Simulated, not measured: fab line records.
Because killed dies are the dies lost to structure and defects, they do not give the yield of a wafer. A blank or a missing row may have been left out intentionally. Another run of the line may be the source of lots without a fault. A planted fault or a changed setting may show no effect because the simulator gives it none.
The tool behind it: which one?	flow nand harc	Sampling: 12 lots, 36 wafers, 3 of 1159 route steps

WHAT THE GAUGES READ, wafer by wafer
NHARC_A_BLC_INSPECT_28.
lot	measured	on	raw defect count
L078	day 17 21:29	defect inspect-02	707 635 667
L076	day 18 02:14	defect inspect-01	516 524 394
L079	day 18 06:08	defect inspect-02	338 300 224
L081	day 19 09:25	defect inspect-01	368 425 463
L083	day 20 08:06	defect inspect-02	450 581 414
L084	day 20 19:19	defect inspect-01	467 453 482
L088	day 21 03:56	defect inspect-01	869 731 562
L089	day 21 13:20	defect inspect-02	542 447 988
L092	day 22 06:22	defect inspect-01	495 355 716
L091	day 22 06:51	defect inspect-02	558 482 392
L093	day 22 13:50	defect inspect-01	336 486 364
L097	day 23 10:14	defect inspect-01	348 455 266

WHICH TOOL RAN EACH LOT (tool, then ch and the chambers of the sampled wafers, then the start)
lot	NHARC_A_BLC_DESCUM_15	NHARC_A_BLC_ALD_23
L078	rie diel-10 ch 0,3, day 17 18:32	ald metal-03 ch 1,2, day 17 20:22
L076	rie diel-10 ch 1,3, day 17 20:37	ald metal-01 ch 0,2, day 17 22:25
L079	rie diel-08 ch 0,2,3, day 18 03:11	ald metal-03 ch 1,2,3, day 18 05:00
L081	rie diel-10 ch 1,2,3, day 19 06:22	ald metal-03 ch 1,2,3, day 19 08:13
L083	rie diel-08 ch 1,2,3, day 19 16:52	ald metal-03 ch 0,3, day 19 18:40
L084	rie diel-08 ch 0,2,3, day 20 04:06	ald metal-03 ch 0,1,3, day 20 06:01
L088	rie diel-10 ch 1,2,3, day 20 21:46	ald metal-04 ch 0,1,3, day 20 23:38
L089	rie diel-10 ch 0,2,3, day 21 05:28	ald metal-04 ch 1,2,3, day 21 07:17
L092	rie diel-08 ch 1,2,3, day 21 23:20	ald metal-04 ch 0,1, day 22 01:21
L091	rie diel-10 ch 0,1,2, day 22 00:12	ald metal-01 ch 0,1, day 22 02:07
L093	rie diel-10 ch 0,1,2, day 22 10:41	ald metal-03 ch 1,2,3, day 22 12:38
L097	rie diel-08 ch 0,3, day 23 03:29	ald metal-01 ch 0,2,3, day 23 05:20
- NHARC_A_BLC_DESCUM_15: chemistry O2, time 3 s.
- NHARC_A_BLC_ALD_23: deposits TiN, target thk 3 nm, pulse time 1 s, ald cycles 150.

THE ANSWER, worked out from the rows above alone
Rule: the usual values come from the lots themselves. The widest of any qualifying gaps counts: lots, ordered by their means at a reading, are off when they make up no more than a third of the lots, leave a main group of 4 or more, and stand apart from it by 3 or more times the standard deviation of that group's means. If all means in a main group match to the digits the tables above print for the reading, that group is not used. A lot without any number at a reading at which 4 lots or more have one is off too. Where the step has rows for the other lots, those lots are counted as sound.
None of the lots is off at any reading shown; this tells nothing.

WHAT THE SIMULATOR HAD PUT IN
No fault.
